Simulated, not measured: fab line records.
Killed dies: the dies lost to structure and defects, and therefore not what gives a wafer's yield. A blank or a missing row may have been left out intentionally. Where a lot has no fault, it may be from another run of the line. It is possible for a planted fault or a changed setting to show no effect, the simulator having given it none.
The tool behind it: which one?    flow nand_harc    24 lots with 72 wafers sampled at 6 steps, on a route of 1302 steps

WHAT THE GAUGES SHOWED, per wafer
The record holds no reading of a measuring or inspecting step that can be judged against a usual standard deviation.

EACH LOT AND THE TOOL THAT RAN IT (in order: tool; ch and the chambers of the sampled wafers; start)
lot   NHARC_A_STAIRCASE_HM_DEP_459   NHARC_A_STAIRCASE_ETCH_294                     NHARC_A_STAIRCASE_DEP_301        NHARC_A_STAIRCASE_ETCHBACK_416                 NHARC_A_STAIRCASE_DEP_151        NHARC_A_STAIRCASE_DEP_325
L074  acl_dep-01 ch 0, day 16 22:56  rie_diel-02 ch 0,1,3, day 17 05:46 or earlier  pecvd-01 ch 0,1, day 17 05:46    rie_diel-01 ch 0,2, day 18 03:09 or earlier    pecvd-01 ch 1,2, day 18 03:09    pecvd-02 ch 0,1,2, day 18 20:20
L075  acl_dep-03 ch 0, day 17 03:32  rie_diel-02 ch 2,3, day 17 12:19 or earlier    pecvd-01 ch 1,2, day 17 12:19    rie_diel-01 ch 0,2, day 18 10:59 or earlier    pecvd-04 ch 1,2, day 18 10:59    pecvd-02 ch 1,2, day 19 04:41
L076  acl_dep-03 ch 0, day 17 17:07  rie_diel-01 ch 0,1, day 18 00:59 or earlier    pecvd-01 ch 0,1,2, day 18 00:59  rie_diel-02 ch 1,3, day 18 18:19 or earlier    pecvd-01 ch 0,1,2, day 18 18:19  pecvd-01 ch 0,1,2, day 19 12:40
L078  acl_dep-02 ch 0, day 18 02:05  rie_diel-10 ch 1,2,3, day 18 09:07 or earlier  pecvd-01 ch 0,1,2, day 18 09:07  rie_diel-02 ch 1,2, day 19 05:28 or earlier    pecvd-04 ch 1,2, day 19 05:28    pecvd-02 ch 0,2, day 19 23:44
L077  acl_dep-02 ch 0, day 18 04:31  rie_diel-02 ch 0,1,2, day 18 12:14 or earlier  pecvd-01 ch 1,2, day 18 12:14    rie_diel-01 ch 1,2,3, day 19 05:34 or earlier  pecvd-01 ch 0,1, day 19 05:34    pecvd-01 ch 1,2, day 20 00:01
L079  acl_dep-01 ch 0, day 18 22:35  rie_diel-10 ch 0,1,2, day 19 09:49 or earlier  pecvd-02 ch 1,2, day 19 09:49    rie_diel-02 ch 0,1,2, day 20 01:58 or earlier  pecvd-01 ch 0,1, day 20 01:58    pecvd-02 ch 1,2, day 20 19:24
L080  acl_dep-02 ch 0, day 19 07:19  rie_diel-02 ch 1,2,3, day 19 14:50 or earlier  pecvd-04 ch 1,2, day 19 14:50    rie_diel-10 ch 0,1,3, day 20 07:59 or earlier  pecvd-01 ch 0,1, day 20 07:59    pecvd-04 ch 0,2, day 21 01:02
L081  acl_dep-03 ch 0, day 19 15:24  rie_diel-02 ch 0,2,3, day 19 22:33 or earlier  pecvd-02 ch 1,2, day 19 22:33    rie_diel-01 ch 2,3, day 20 14:35 or earlier    pecvd-01 ch 0,1,2, day 20 14:35  pecvd-04 ch 0,1, day 21 06:44
L083  acl_dep-01 ch 0, day 20 02:46  rie_diel-02 ch 0,2, day 20 11:04 or earlier    pecvd-01 ch 0,2, day 20 11:04    rie_diel-10 ch 2,3, day 21 03:46 or earlier    pecvd-01 ch 0,1, day 21 03:46    pecvd-04 ch 0,1,2, day 21 21:53
L082  acl_dep-01 ch 0, day 20 07:31  rie_diel-10 ch 0,2,3, day 20 15:04 or earlier  pecvd-02 ch 0,1,2, day 20 15:04  rie_diel-01 ch 0,2, day 21 07:08 or earlier    pecvd-01 ch 0,1,2, day 21 07:08  pecvd-02 ch 1,2, day 21 21:48
L084  acl_dep-01 ch 0, day 20 23:09  rie_diel-01 ch 2,3, day 21 06:19 or earlier    pecvd-04 ch 0,2, day 21 06:19    rie_diel-10 ch 1,3, day 21 23:04 or earlier    pecvd-02 ch 0,1,2, day 21 23:04  pecvd-01 ch 0,1,2, day 22 17:16
L085  acl_dep-02 ch 0, day 21 06:53  rie_diel-10 ch 0,1,3, day 21 13:38 or earlier  pecvd-04 ch 0,1,2, day 21 13:38  rie_diel-02 ch 0,1,3, day 22 05:29 or earlier  pecvd-04 ch 0,1,2, day 22 05:29  pecvd-02 ch 1,2, day 22 17:22
L086  acl_dep-02 ch 0, day 21 16:40  rie_diel-02 ch 2,3, day 21 23:55 or earlier    pecvd-04 ch 0,2, day 21 23:55    rie_diel-02 ch 0,3, day 22 15:46 or earlier    pecvd-04 ch 0,1,2, day 22 15:46  pecvd-01 ch 1,2, day 23 08:20
L087  acl_dep-02 ch 0, day 21 18:31  rie_diel-10 ch 2,3, day 22 01:52 or earlier    pecvd-02 ch 0,1,2, day 22 01:52  rie_diel-02 ch 1,2,3, day 22 15:46 or earlier  pecvd-02 ch 0,2, day 22 15:46    pecvd-02 ch 0,1, day 23 08:30
L089  acl_dep-01 ch 0, day 22 13:30  rie_diel-10 ch 0,1,2, day 22 22:15 or earlier  pecvd-01 ch 0,1,2, day 22 22:15  rie_diel-02 ch 1,2,3, day 23 15:17 or earlier  pecvd-02 ch 0,1,2, day 23 15:17  pecvd-02 ch 0,1,2, day 24 07:33
L088  acl_dep-01 ch 0, day 22 20:27  rie_diel-01 ch 2,3, day 23 03:04 or earlier    pecvd-04 ch 1,2, day 23 03:04    rie_diel-10 ch 0,2,3, day 23 19:04 or earlier  pecvd-02 ch 0,2, day 23 19:04    pecvd-01 ch 0,1,2, day 24 07:40
L091  acl_dep-02 ch 0, day 23 12:46  rie_diel-01 ch 1,2,3, day 23 19:47 or earlier  pecvd-01 ch 0,2, day 23 19:47    rie_diel-02 ch 0,2,3, day 24 12:25 or earlier  pecvd-01 ch 0,1,2, day 24 12:25  pecvd-04 ch 1,2, day 25 05:43
L090  acl_dep-03 ch 0, day 23 14:13  rie_diel-01 ch 0,1,3, day 24 01:57 or earlier  pecvd-01 ch 0,1,2, day 24 01:57  rie_diel-02 ch 0,3, day 24 18:30 or earlier    pecvd-01 ch 1,2, day 24 18:30    pecvd-01 ch 0,2, day 25 10:16
L092  acl_dep-01 ch 0, day 24 12:48  rie_diel-10 ch 0,1,2, day 24 23:08 or earlier  pecvd-01 ch 0,1,2, day 24 23:08  rie_diel-01 ch 0,1,2, day 25 15:29 or earlier  pecvd-04 ch 0,2, day 25 15:29    pecvd-01 ch 0,2, day 26 08:40
L093  acl_dep-02 ch 0, day 24 14:42  rie_diel-10 ch 1,2, day 25 00:21 or earlier    pecvd-02 ch 1,2, day 25 00:21    rie_diel-10 ch 1,2,3, day 25 15:34 or earlier  pecvd-01 ch 0,2, day 25 15:34    pecvd-02 ch 1,2, day 26 08:34
L094  acl_dep-01 ch 0, day 25 13:50  rie_diel-10 ch 0,1,3, day 25 20:32 or earlier  pecvd-04 ch 0,1, day 25 20:32    rie_diel-01 ch 0,2,3, day 26 12:35 or earlier  pecvd-04 ch 1,2, day 26 12:35    pecvd-02 ch 0,2, day 27 04:26
L095  acl_dep-03 ch 0, day 25 14:28  rie_diel-01 ch 0,2,3, day 25 22:19 or earlier  pecvd-01 ch 0,1, day 25 22:19    rie_diel-02 ch 0,1,2, day 26 12:41 or earlier  pecvd-01 ch 1,2, day 26 12:41    pecvd-04 ch 0,2, day 27 04:26
L096  acl_dep-03 ch 0, day 25 22:36  rie_diel-02 ch 0,1,3, day 26 05:47 or earlier  pecvd-04 ch 1,2, day 26 05:47    rie_diel-02 ch 0,2,3, day 26 23:23 or earlier  pecvd-02 ch 0,1,2, day 26 23:23  pecvd-01 ch 0,1, day 27 15:58
L097  acl_dep-02 ch 0, day 25 23:31  rie_diel-01 ch 0,1, day 26 05:58 or earlier    pecvd-02 ch 1,2, day 26 05:58    rie_diel-02 ch 1,2,3, day 26 23:12 or earlier  pecvd-04 ch 1,2, day 26 23:12    pecvd-02 ch 1,2, day 27 15:49
- NHARC_A_STAIRCASE_HM_DEP_459: deposits aC, target thk 1500 nm.
- NHARC_A_STAIRCASE_ETCH_294: etches the open film in C4F8/O2/Ar, target depth 4989 nm, time 1211.6 s.
- NHARC_A_STAIRCASE_DEP_301: deposits SiON, target thk 30 nm.
- NHARC_A_STAIRCASE_ETCHBACK_416: etches the open film in C4F8/O2/Ar, target depth 36 nm, time 7.2 s.
- NHARC_A_STAIRCASE_DEP_151: deposits SiO2, target thk 7200 nm.
- NHARC_A_STAIRCASE_DEP_325: deposits SiO2, target thk 7200 nm.

AS READ BY THE TOOLS THEMSELVES (means over the sampled wafers that have a number; for cases with no such wafer, the mark the record gives instead)
NHARC_A_STAIRCASE_HM_DEP_459. Usual: throttle_valve_pct reads 35.000 % (standard deviation 0.01).
lot   tool        throttle_valve_pct (%)  flag
L074  acl_dep-01  34.998                  
L075  acl_dep-03  34.998                  
L076  acl_dep-03  35.000                  
L078  acl_dep-02  35.001                  
L077  acl_dep-02  35.004                  
L079  acl_dep-01  34.999                  
L080  acl_dep-02  35.004                  
L081  acl_dep-03  35.002                  
L083  acl_dep-01  35.005                  
L082  acl_dep-01  35.007                  
L084  acl_dep-01  35.003                  
L085  acl_dep-02  34.999                  
L086  acl_dep-02  35.005                  
L087  acl_dep-02  34.997                  
L089  acl_dep-01  35.010                  
L088  acl_dep-01  35.003                  
L091  acl_dep-02  34.992                  
L090  acl_dep-03  35.000                  
L092  acl_dep-01  35.002                  
L093  acl_dep-02  34.994                  
L094  acl_dep-01  35.003                  
L095  acl_dep-03  35.001                  
L096  acl_dep-03  34.995                  
L097  acl_dep-02  35.006                  

NHARC_A_STAIRCASE_ETCH_294. Usual: oes_product_au 0.938 a.u., standard deviation 0.012; rf_vpp_V 1832 V, standard deviation 11.
lot   tool         oes_product_au (a.u.)  rf_vpp_V (V)  flag
L074  rie_diel-02  0.934                  1831          
L075  rie_diel-02  0.941                  1824          
L076  rie_diel-01  0.935                  1824          
L078  rie_diel-10  0.946                  1824          
L077  rie_diel-02  0.946                  1820          
L079  rie_diel-10  0.951                  1840          
L080  rie_diel-02  0.941                  1828          
L081  rie_diel-02  0.931                  1825          
L083  rie_diel-02  0.933                  1817          
L082  rie_diel-10  0.929                  1842          
L084  rie_diel-01  0.939                  1842          
L085  rie_diel-10  0.941                  1834          
L086  rie_diel-02  0.919                  1833          
L087  rie_diel-10  0.934                  1839          
L089  rie_diel-10  0.938                  1839          
L088  rie_diel-01  0.951                  1842          
L091  rie_diel-01  0.932                  1834          
L090  rie_diel-01  0.926                  1829          
L092  rie_diel-10  0.945                  1838          
L093  rie_diel-10  0.953                  1839          
L094  rie_diel-10  0.930                  1834          
L095  rie_diel-01  0.931                  1835          
L096  rie_diel-02  0.923                  1828          
L097  rie_diel-01  0.936                  1822          

NHARC_A_STAIRCASE_DEP_301. Usual: heater_power_w reads 742 W (standard deviation 120).
lot   tool      heater_power_w (W)  flag
L074  pecvd-01  868                 
L075  pecvd-01  756                 
L076  pecvd-01  741                 
L078  pecvd-01  768                 
L077  pecvd-01  673                 
L079  pecvd-02  738                 
L080  pecvd-04  768                 
L081  pecvd-02  761                 
L083  pecvd-01  829                 
L082  pecvd-02  737                 
L084  pecvd-04  747                 
L085  pecvd-04  713                 
L086  pecvd-04  827                 
L087  pecvd-02  778                 
L089  pecvd-01  785                 
L088  pecvd-04  747                 
L091  pecvd-01  800                 
L090  pecvd-01  793                 
L092  pecvd-01  748                 
L093  pecvd-02  741                 
L094  pecvd-04  585                 
L095  pecvd-01  783                 
L096  pecvd-04  771                 
L097  pecvd-02  800                 

NHARC_A_STAIRCASE_ETCHBACK_416. Usual: oes_product_au 0.95 a.u., standard deviation 0.035; rf_vpp_V 724 V, standard deviation 4.9.
lot   tool         oes_product_au (a.u.)  rf_vpp_V (V)  flag
L074  rie_diel-01  1.00                   729           
L075  rie_diel-01  1.01                   728           
L076  rie_diel-02  1.01                   727           
L078  rie_diel-02  0.94                   720           
L077  rie_diel-01  0.92                   727           
L079  rie_diel-02  0.93                   720           
L080  rie_diel-10  1.00                   727           
L081  rie_diel-01  0.92                   729           
L083  rie_diel-10  0.93                   728           
L082  rie_diel-01  0.92                   727           
L084  rie_diel-10  0.93                   726           
L085  rie_diel-02  1.01                   725           
L086  rie_diel-02  0.93                   723           
L087  rie_diel-02  0.93                   723           
L089  rie_diel-02  0.93                   723           
L088  rie_diel-10  0.94                   728           
L091  rie_diel-02  0.92                   722           
L090  rie_diel-02  0.92                   726           
L092  rie_diel-01  1.00                   724           
L093  rie_diel-10  0.93                   726           
L094  rie_diel-01  0.93                   727           
L095  rie_diel-02  0.94                   719           
L096  rie_diel-02  0.93                   722           
L097  rie_diel-02  0.93                   723           

NHARC_A_STAIRCASE_DEP_151. Usual: heater_power_w reads 646 W (standard deviation 110).
lot   tool      heater_power_w (W)  flag
L074  pecvd-01  592                 
L075  pecvd-04  554                 
L076  pecvd-01  667                 
L078  pecvd-04  699                 
L077  pecvd-01  690                 
L079  pecvd-01  682                 
L080  pecvd-01  662                 
L081  pecvd-01  678                 
L083  pecvd-01  698                 
L082  pecvd-01  677                 
L084  pecvd-02  653                 
L085  pecvd-04  606                 
L086  pecvd-04  601                 
L087  pecvd-02  660                 
L089  pecvd-02  602                 
L088  pecvd-02  745                 
L091  pecvd-01  624                 
L090  pecvd-01  642                 
L092  pecvd-04  587                 
L093  pecvd-01  751                 
L094  pecvd-04  575                 
L095  pecvd-01  646                 
L096  pecvd-02  642                 
L097  pecvd-04  598                 

NHARC_A_STAIRCASE_DEP_325. Usual: heater_power_w reads 648 W (standard deviation 110).
lot   tool      heater_power_w (W)  flag
L074  pecvd-02  641                 
L075  pecvd-02  561                 
L076  pecvd-01  613                 
L078  pecvd-02  742                 
L077  pecvd-01  603                 
L079  pecvd-02  671                 
L080  pecvd-04  725                 
L081  pecvd-04  569                 
L083  pecvd-04  570                 
L082  pecvd-02  626                 
L084  pecvd-01  692                 
L085  pecvd-02  676                 
L086  pecvd-01  632                 
L087  pecvd-02  584                 
L089  pecvd-02  603                 
L088  pecvd-01  708                 
L091  pecvd-04  641                 
L090  pecvd-01  717                 
L092  pecvd-01  647                 
L093  pecvd-02  656                 
L094  pecvd-02  703                 
L095  pecvd-04  706                 
L096  pecvd-01  622                 
L097  pecvd-02  563                 

THE ANSWER, worked out from the rows above alone
Rule: a lot is off if the mean of its wafers that have a number lies more than 3 standard deviations from the usual mean. A lot without any number at a reading at which 4 lots or more have one is off too. Where the step has rows for the other lots, those lots are counted as sound. After the gauges, taken in route order, come the tools' own readings; for these a lot's mean is taken, as printed above. At the first step where some lot is off, the reading lying furthest off is the one used; lots without a number count as furthest.
Nothing can be told from this: no lot is off at any reading shown.

WHAT THE SIMULATOR HAD PUT IN
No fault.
